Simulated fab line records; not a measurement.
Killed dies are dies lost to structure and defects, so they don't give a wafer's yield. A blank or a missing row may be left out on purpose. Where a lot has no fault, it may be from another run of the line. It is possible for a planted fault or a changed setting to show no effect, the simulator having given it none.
What tool caused it? + flow nandHarc + 24 lots, 72 wafers sampled, at 6 steps of a route of 1302

== WHAT EACH GAUGE READ, for each wafer ==
Not one reading of a measure or inspect step in the record can be checked against a usual standard deviation.

== TOOL THAT RAN EACH LOT (tool first, then ch and the chambers of the sampled wafers, then the start) ==
| lot  | NHARC_A_CHANNEL_HOLE_D2_ETCH_21 | NHARC_A_CHANNEL_FILL_D2_ALD_15               | NHARC_A_STAIRCASE_DESCUM_11       | NHARC_A_STAIRCASE_ETCH_13     | NHARC_A_STAIRCASE_ETCH_25     | NHARC_A_STAIRCASE_ETCH_188    |
|------|---------------------------------|----------------------------------------------|-----------------------------------|-------------------------------|-------------------------------|-------------------------------|
| L074 | harEtch-01 ch 0,1, day 13 08:16 | aldSinBatch-02 ch 0, day 15 18:04 or earlier | rieDiel-08 ch 2,3, day 15 18:04   | rieDiel-08 ch 2,3, no start   | rieDiel-08 ch 2,3, no start   | rieDiel-05 ch 0,1, no start   |
| L076 | harEtch-01 ch 0,1, day 13 14:49 | aldSinBatch-02 ch 0, day 15 22:48 or earlier | rieDiel-05 ch 0,1,3, day 15 22:48 | rieDiel-05 ch 1,3, no start   | rieDiel-08 ch 0,1, no start   | rieDiel-05 ch 0,2,3, no start |
| L075 | harEtch-02 ch 0,1, day 13 15:41 | aldSinBatch-02 ch 0, day 15 23:04 or earlier | rieDiel-05 ch 1,2, day 15 23:04   | rieDiel-05 ch 1,2,3, no start | rieDiel-02 ch 1,3, no start   | rieDiel-02 ch 1,3, no start   |
| L077 | harEtch-01 ch 0,1, day 14 13:51 | aldSinBatch-01 ch 0, day 16 23:54 or earlier | rieDiel-05 ch 0,1,3, day 16 23:54 | rieDiel-05 ch 0,1,2, no start | rieDiel-08 ch 2,3, no start   | rieDiel-08 ch 0,1,3, no start |
| L078 | harEtch-02 ch 0,1, day 15 01:55 | aldSinBatch-02 ch 0, day 17 14:21 or earlier | rieDiel-08 ch 0,3, day 17 14:21   | rieDiel-08 ch 0,1,2, no start | rieDiel-08 ch 0,1,3, no start | rieDiel-05 ch 1,2, no start   |
| L079 | harEtch-01 ch 0,1, day 15 04:01 | aldSinBatch-02 ch 0, day 17 14:17 or earlier | rieDiel-05 ch 0,2,3, day 17 14:17 | rieDiel-05 ch 1,2,3, no start | rieDiel-08 ch 0,1,2, no start | rieDiel-05 ch 0,2,3, no start |
| L080 | harEtch-01 ch 0,1, day 15 13:10 | aldSinBatch-03 ch 0, day 17 23:31 or earlier | rieDiel-05 ch 1,2, day 17 23:31   | rieDiel-05 ch 1,2,3, no start | rieDiel-02 ch 1,2,3, no start | rieDiel-08 ch 1,2,3, no start |
| L082 | harEtch-01 ch 1, day 16 07:01   | aldSinBatch-02 ch 0, day 18 17:23 or earlier | rieDiel-02 ch 1,2,3, day 18 17:23 | rieDiel-02 ch 2,3, no start   | rieDiel-02 ch 0,3, no start   | rieDiel-08 ch 1,2, no start   |
| L081 | harEtch-02 ch 0,1, day 16 07:07 | aldSinBatch-02 ch 0, day 18 17:36 or earlier | rieDiel-08 ch 0,1,2, day 18 17:36 | rieDiel-08 ch 1,2,3, no start | rieDiel-08 ch 0,1, no start   | rieDiel-02 ch 0,1, no start   |
| L083 | harEtch-01 ch 0,1, day 17 01:53 | aldSinBatch-03 ch 0, day 19 12:17 or earlier | rieDiel-05 ch 0,1,3, day 19 12:17 | rieDiel-05 ch 1,3, no start   | rieDiel-08 ch 0,1, no start   | rieDiel-05 ch 0,2, no start   |
| L086 | harEtch-01 ch 0,1, day 17 19:33 | aldSinBatch-02 ch 0, day 20 06:37 or earlier | rieDiel-02 ch 0,1,2, day 20 06:37 | rieDiel-02 ch 1,2,3, no start | rieDiel-02 ch 0,2,3, no start | rieDiel-05 ch 1,2,3, no start |
| L085 | harEtch-02 ch 0,1, day 17 19:33 | aldSinBatch-02 ch 0, day 20 06:52 or earlier | rieDiel-05 ch 0,2,3, day 20 06:52 | rieDiel-05 ch 1,2,3, no start | rieDiel-05 ch 0,1,2, no start | rieDiel-08 ch 1,2,3, no start |
| L084 | harEtch-01 ch 0,1, day 17 23:43 | aldSinBatch-03 ch 0, day 20 06:50 or earlier | rieDiel-08 ch 0,1,2, day 20 06:50 | rieDiel-08 ch 0,2, no start   | rieDiel-02 ch 0,2, no start   | rieDiel-05 ch 0,1,3, no start |
| L087 | harEtch-02 ch 0,1, day 18 14:49 | aldSinBatch-03 ch 0, day 21 02:14 or earlier | rieDiel-02 ch 0,1,2, day 21 02:14 | rieDiel-02 ch 0,1,2, no start | rieDiel-05 ch 1,2, no start   | rieDiel-02 ch 1,2,3, no start |
| L088 | harEtch-01 ch 0,1, day 20 01:38 | aldSinBatch-03 ch 0, day 22 12:07 or earlier | rieDiel-08 ch 0,2,3, day 22 12:07 | rieDiel-08 ch 0,1,3, no start | rieDiel-02 ch 0,1,3, no start | rieDiel-08 ch 1,2, no start   |
| L089 | harEtch-02 ch 0,1, day 20 04:41 | aldSinBatch-01 ch 0, day 22 16:23 or earlier | rieDiel-02 ch 0,1,2, day 22 16:23 | rieDiel-02 ch 1,2,3, no start | rieDiel-08 ch 0,1,3, no start | rieDiel-02 ch 1,2,3, no start |
| L090 | harEtch-01 ch 0,1, day 20 05:44 | aldSinBatch-01 ch 0, day 22 12:17 or earlier | rieDiel-05 ch 0,2,3, day 22 12:17 | rieDiel-05 ch 1,3, no start   | rieDiel-08 ch 0,2,3, no start | rieDiel-08 ch 1,2,3, no start |
| L091 | harEtch-02 ch 0,1, day 20 12:39 | aldSinBatch-02 ch 0, day 22 21:21 or earlier | rieDiel-02 ch 0,1,2, day 22 21:21 | rieDiel-02 ch 0,1,3, no start | rieDiel-02 ch 0,1, no start   | rieDiel-08 ch 0,1, no start   |
| L093 | harEtch-01 ch 0,1, day 20 22:41 | aldSinBatch-03 ch 0, day 23 08:51 or earlier | rieDiel-05 ch 0,3, day 23 08:51   | rieDiel-05 ch 0,2,3, no start | rieDiel-08 ch 0,2, no start   | rieDiel-05 ch 0,3, no start   |
| L094 | harEtch-02 ch 0,1, day 21 00:47 | aldSinBatch-03 ch 0, day 23 08:17 or earlier | rieDiel-08 ch 0,2,3, day 23 08:17 | rieDiel-08 ch 0,2,3, no start | rieDiel-05 ch 1,3, no start   | rieDiel-08 ch 2,3, no start   |
| L092 | harEtch-01 ch 0,1, day 21 02:51 | aldSinBatch-02 ch 0, day 23 08:35 or earlier | rieDiel-08 ch 1,2,3, day 23 08:35 | rieDiel-08 ch 0,1, no start   | rieDiel-08 ch 0,2, no start   | rieDiel-08 ch 1,3, no start   |
| L095 | harEtch-02 ch 0,1, day 21 18:59 | aldSinBatch-02 ch 0, day 24 07:20 or earlier | rieDiel-05 ch 0,2,3, day 24 07:20 | rieDiel-05 ch 0,1, no start   | rieDiel-05 ch 1,2, no start   | rieDiel-02 ch 1,2, no start   |
| L096 | harEtch-01 ch 0,1, day 21 19:12 | aldSinBatch-02 ch 0, day 24 07:42 or earlier | rieDiel-02 ch 0,1, day 24 07:42   | rieDiel-02 ch 1,3, no start   | rieDiel-02 ch 0,2,3, no start | rieDiel-08 ch 0,1,3, no start |
| L097 | harEtch-01 ch 0,1, day 22 10:52 | aldSinBatch-03 ch 0, day 24 19:11 or earlier | rieDiel-05 ch 0,1,2, day 24 19:11 | rieDiel-05 ch 0,1,2, no start | rieDiel-08 ch 2,3, no start   | rieDiel-05 ch 1,2, no start   |
- NHARC_A_CHANNEL_HOLE_D2_ETCH_21: etches the open film in C4F8/O2/Ar, time 514.3 s, target depth 1600 nm.
- NHARC_A_CHANNEL_FILL_D2_ALD_15: deposits SiNx, target thk 2 nm, pulse time 60 s, ald cycles 19.
- NHARC_A_STAIRCASE_DESCUM_11: chemistry O2, time 3 s.
- NHARC_A_STAIRCASE_ETCH_13: etches the open film in C4F8/O2, target depth 100 nm, time 40.5 s.
- NHARC_A_STAIRCASE_ETCH_25: etches the open film in C4F8/O2, target depth 100 nm, time 40.5 s.
- NHARC_A_STAIRCASE_ETCH_188: etches the open film in C4F8/O2, target depth 100 nm, time 40.5 s.

== WHAT THE TOOLS THEMSELVES READ (means of the sampled wafers that have a number; where no wafer has one, the mark that the record gives instead) ==
NHARC_A_CHANNEL_HOLE_D2_ETCH_21.
| lot  | tool       | drypumpMotorCurrentA (A) | showerheadPlenumPTorr (Torr) | throttleValvePct (%) |
|------|------------|--------------------------|------------------------------|----------------------|
| L074 | harEtch-01 | 6.28                     | 3.69                         | 32.162               |
| L076 | harEtch-01 | 6.35                     | 3.68                         | 32.152               |
| L075 | harEtch-02 | 5.88                     | 3.58                         | 32.149               |
| L077 | harEtch-01 | 6.24                     | 3.68                         | 32.163               |
| L078 | harEtch-02 | 5.78                     | 3.61                         | 32.165               |
| L079 | harEtch-01 | 6.34                     | 3.67                         | 32.157               |
| L080 | harEtch-01 | 6.32                     | 3.67                         | 32.156               |
| L082 | harEtch-01 | 6.15                     | 3.68                         | 32.155               |
| L081 | harEtch-02 | 5.77                     | 3.60                         | 32.155               |
| L083 | harEtch-01 | 6.26                     | 3.66                         | 32.161               |
| L086 | harEtch-01 | 6.26                     | 3.66                         | 32.156               |
| L085 | harEtch-02 | 5.86                     | 3.83                         | 32.147               |
| L084 | harEtch-01 | 6.25                     | 3.65                         | 32.149               |
| L087 | harEtch-02 | 5.89                     | 3.82                         | 32.155               |
| L088 | harEtch-01 | 6.26                     | 3.64                         | 32.145               |
| L089 | harEtch-02 | 5.85                     | 3.81                         | 32.156               |
| L090 | harEtch-01 | 6.26                     | 3.64                         | 32.153               |
| L091 | harEtch-02 | 5.80                     | 3.71                         | 32.160               |
| L093 | harEtch-01 | 6.34                     | 3.63                         | 32.156               |
| L094 | harEtch-02 | 5.81                     | 3.71                         | 32.151               |
| L092 | harEtch-01 | 6.26                     | 3.63                         | 32.153               |
| L095 | harEtch-02 | 5.80                     | 3.70                         | 32.152               |
| L096 | harEtch-01 | 6.26                     | 3.62                         | 32.157               |
| L097 | harEtch-01 | 6.33                     | 3.62                         | 32.154               |

NHARC_A_CHANNEL_FILL_D2_ALD_15.
| lot  | tool           | precursorPulseHeightRel |
|------|----------------|-------------------------|
| L074 | aldSinBatch-02 | 1.017                   |
| L076 | aldSinBatch-02 | 0.981                   |
| L075 | aldSinBatch-02 | 0.997                   |
| L077 | aldSinBatch-01 | 1.010                   |
| L078 | aldSinBatch-02 | 1.027                   |
| L079 | aldSinBatch-02 | 0.998                   |
| L080 | aldSinBatch-03 | 1.032                   |
| L082 | aldSinBatch-02 | 0.999                   |
| L081 | aldSinBatch-02 | 1.016                   |
| L083 | aldSinBatch-03 | 1.004                   |
| L086 | aldSinBatch-02 | 1.014                   |
| L085 | aldSinBatch-02 | 1.022                   |
| L084 | aldSinBatch-03 | 0.989                   |
| L087 | aldSinBatch-03 | 0.994                   |
| L088 | aldSinBatch-03 | 0.997                   |
| L089 | aldSinBatch-01 | 0.991                   |
| L090 | aldSinBatch-01 | 1.006                   |
| L091 | aldSinBatch-02 | 1.000                   |
| L093 | aldSinBatch-03 | 1.035                   |
| L094 | aldSinBatch-03 | 1.007                   |
| L092 | aldSinBatch-02 | 1.000                   |
| L095 | aldSinBatch-02 | 1.003                   |
| L096 | aldSinBatch-02 | 0.997                   |
| L097 | aldSinBatch-03 | 1.017                   |

NHARC_A_STAIRCASE_DESCUM_11.
| lot  | tool       | drypumpMotorCurrentA (A) | oesProductAu (a.u.) | rfVppV (V) | showerheadPlenumPTorr (Torr) | throttleValvePct (%) |
|------|------------|--------------------------|---------------------|------------|------------------------------|----------------------|
| L074 | rieDiel-08 | 5.6                      | 1.008               | 57.7       | 1.93                         | 11.310               |
| L076 | rieDiel-05 | 5.1                      | 1.009               | 58.4       | 1.97                         | 11.310               |
| L075 | rieDiel-05 | 5.5                      | 1.013               | 56.7       | 1.92                         | 11.318               |
| L077 | rieDiel-05 | 5.0                      | 1.006               | 57.4       | 1.97                         | 11.315               |
| L078 | rieDiel-08 | 5.7                      | 1.001               | 58.1       | 1.91                         | 11.316               |
| L079 | rieDiel-05 | 5.5                      | 0.999               | 57.7       | 1.97                         | 11.318               |
| L080 | rieDiel-05 | 5.5                      | 1.007               | 58.2       | 1.92                         | 11.310               |
| L082 | rieDiel-02 | 5.6                      | 0.989               | 57.0       | 1.93                         | 11.300               |
| L081 | rieDiel-08 | 5.3                      | 1.007               | 57.3       | 1.97                         | 11.311               |
| L083 | rieDiel-05 | 5.1                      | 0.997               | 58.4       | 1.96                         | 11.309               |
| L086 | rieDiel-02 | 5.5                      | 0.987               | 58.4       | 1.98                         | 11.308               |
| L085 | rieDiel-05 | 5.5                      | 1.008               | 58.6       | 1.97                         | 11.313               |
| L084 | rieDiel-08 | 5.3                      | 1.007               | 57.9       | 1.97                         | 11.318               |
| L087 | rieDiel-02 | 5.6                      | 0.988               | 57.6       | 1.98                         | 11.308               |
| L088 | rieDiel-08 | 5.4                      | 1.005               | 57.8       | 1.91                         | 11.314               |
| L089 | rieDiel-02 | 5.6                      | 1.001               | 57.8       | 1.97                         | 11.311               |
| L090 | rieDiel-05 | 5.4                      | 0.999               | 58.1       | 1.96                         | 11.303               |
| L091 | rieDiel-02 | 5.6                      | 1.000               | 57.9       | 1.97                         | 11.326               |
| L093 | rieDiel-05 | 5.4                      | 0.988               | 57.8       | 1.97                         | 11.308               |
| L094 | rieDiel-08 | 5.4                      | 1.008               | 57.8       | 1.91                         | 11.309               |
| L092 | rieDiel-08 | 5.5                      | 1.005               | 58.6       | 1.96                         | 11.310               |
| L095 | rieDiel-05 | 5.5                      | 0.986               | 58.5       | 1.96                         | 11.310               |
| L096 | rieDiel-02 | 5.3                      | 0.995               | 57.3       | 1.99                         | 11.301               |
| L097 | rieDiel-05 | 5.1                      | 0.996               | 57.8       | 1.94                         | 11.311               |

NHARC_A_STAIRCASE_ETCH_13.
| lot  | tool       | oesProductAu (a.u.) | rfFwdPowerW (W) | rfVppV (V) |
|------|------------|---------------------|-----------------|------------|
| L074 | rieDiel-08 | 0.939               | 589             | 896        |
| L076 | rieDiel-05 | 0.966               | 595             | 897        |
| L075 | rieDiel-05 | 0.939               | 595             | 897        |
| L077 | rieDiel-05 | 0.948               | 592             | 899        |
| L078 | rieDiel-08 | 0.931               | 590             | 899        |
| L079 | rieDiel-05 | 0.938               | 595             | 897        |
| L080 | rieDiel-05 | 0.951               | 594             | 897        |
| L082 | rieDiel-02 | 0.945               | 589             | 896        |
| L081 | rieDiel-08 | 0.944               | 590             | 900        |
| L083 | rieDiel-05 | 0.925               | 595             | 896        |
| L086 | rieDiel-02 | 0.944               | 590             | 897        |
| L085 | rieDiel-05 | 0.947               | 594             | 896        |
| L084 | rieDiel-08 | 0.928               | 589             | 897        |
| L087 | rieDiel-02 | 0.931               | 590             | 899        |
| L088 | rieDiel-08 | 0.958               | 591             | 899        |
| L089 | rieDiel-02 | 0.945               | 590             | 896        |
| L090 | rieDiel-05 | 0.919               | 592             | 896        |
| L091 | rieDiel-02 | 0.924               | 591             | 898        |
| L093 | rieDiel-05 | 0.945               | 592             | 898        |
| L094 | rieDiel-08 | 0.959               | 592             | 896        |
| L092 | rieDiel-08 | 0.936               | 588             | 898        |
| L095 | rieDiel-05 | 0.931               | 592             | 896        |
| L096 | rieDiel-02 | 0.930               | 592             | 898        |
| L097 | rieDiel-05 | 0.942               | 592             | 897        |

NHARC_A_STAIRCASE_ETCH_25.
| lot  | tool       | oesProductAu (a.u.) | rfFwdPowerW (W) | rfVppV (V) |
|------|------------|---------------------|-----------------|------------|
| L074 | rieDiel-08 | 0.953               | 589             | 898        |
| L076 | rieDiel-08 | 0.950               | 591             | 890        |
| L075 | rieDiel-02 | 0.943               | 592             | 900        |
| L077 | rieDiel-08 | 0.948               | 589             | 898        |
| L078 | rieDiel-08 | 0.943               | 589             | 898        |
| L079 | rieDiel-08 | 0.944               | 590             | 901        |
| L080 | rieDiel-02 | 0.932               | 592             | 897        |
| L082 | rieDiel-02 | 0.934               | 591             | 895        |
| L081 | rieDiel-08 | 0.945               | 589             | 899        |
| L083 | rieDiel-08 | 0.954               | 590             | 902        |
| L086 | rieDiel-02 | 0.949               | 591             | 896        |
| L085 | rieDiel-05 | 0.944               | 592             | 898        |
| L084 | rieDiel-02 | 0.949               | 592             | 899        |
| L087 | rieDiel-05 | 0.950               | 593             | 895        |
| L088 | rieDiel-02 | 0.933               | 595             | 898        |
| L089 | rieDiel-08 | 0.943               | 589             | 898        |
| L090 | rieDiel-08 | 0.953               | 590             | 896        |
| L091 | rieDiel-02 | 0.924               | 594             | 901        |
| L093 | rieDiel-08 | 0.950               | 587             | 895        |
| L094 | rieDiel-05 | 0.932               | 594             | 895        |
| L092 | rieDiel-08 | 0.944               | 589             | 896        |
| L095 | rieDiel-05 | 0.949               | 595             | 895        |
| L096 | rieDiel-02 | 0.944               | 589             | 896        |
| L097 | rieDiel-08 | 0.943               | 590             | 896        |

NHARC_A_STAIRCASE_ETCH_188.
| lot  | tool       | oesProductAu (a.u.) | rfFwdPowerW (W) | rfVppV (V) |
|------|------------|---------------------|-----------------|------------|
| L074 | rieDiel-05 | 0.959               | 593             | 898        |
| L076 | rieDiel-05 | 0.962               | 594             | 900        |
| L075 | rieDiel-02 | 0.953               | 594             | 896        |
| L077 | rieDiel-08 | 0.940               | 591             | 900        |
| L078 | rieDiel-05 | 0.966               | 595             | 897        |
| L079 | rieDiel-05 | 0.949               | 594             | 900        |
| L080 | rieDiel-08 | 0.963               | 590             | 899        |
| L082 | rieDiel-08 | 0.931               | 587             | 901        |
| L081 | rieDiel-02 | 0.912               | 593             | 902        |
| L083 | rieDiel-05 | 0.937               | 592             | 902        |
| L086 | rieDiel-05 | 0.943               | 595             | 896        |
| L085 | rieDiel-08 | 0.951               | 589             | 899        |
| L084 | rieDiel-05 | 0.923               | 596             | 899        |
| L087 | rieDiel-02 | 0.944               | 590             | 896        |
| L088 | rieDiel-08 | 0.955               | 592             | 903        |
| L089 | rieDiel-02 | 0.947               | 592             | 897        |
| L090 | rieDiel-08 | 0.935               | 589             | 900        |
| L091 | rieDiel-08 | 0.954               | 590             | 898        |
| L093 | rieDiel-05 | 0.923               | 594             | 901        |
| L094 | rieDiel-08 | 0.955               | 588             | 897        |
| L092 | rieDiel-08 | 0.932               | 593             | 902        |
| L095 | rieDiel-02 | 0.942               | 591             | 900        |
| L096 | rieDiel-08 | 0.938               | 590             | 899        |
| L097 | rieDiel-05 | 0.928               | 596             | 895        |

== THE ANSWER, worked out from the rows above alone ==
Rule: usual is defined by the lots themselves. Put in order of their means at a reading, lots are off if they are a third of the lots or fewer, leave a main group of 4 or more, and stand apart from it by a gap of 3 or more times the standard deviation of the main group's means; of several such gaps the widest counts. Not used: any main group whose means are identical at the precision the tables above print for the reading. A lot without any number at a reading at which 4 lots or more have one is off too. Where the step has rows for the other lots, those lots are counted as sound. Order of review: gauges by route order, followed by the tools' own readings, for which a lot's mean as printed above is used. At the first step where some lot is off, the reading lying furthest off is the one used; lots without a number count as furthest.
No lot is off at any reading shown: from this, nothing can be told.

== WHAT HAD BEEN PUT IN BY THE SIMULATOR ==
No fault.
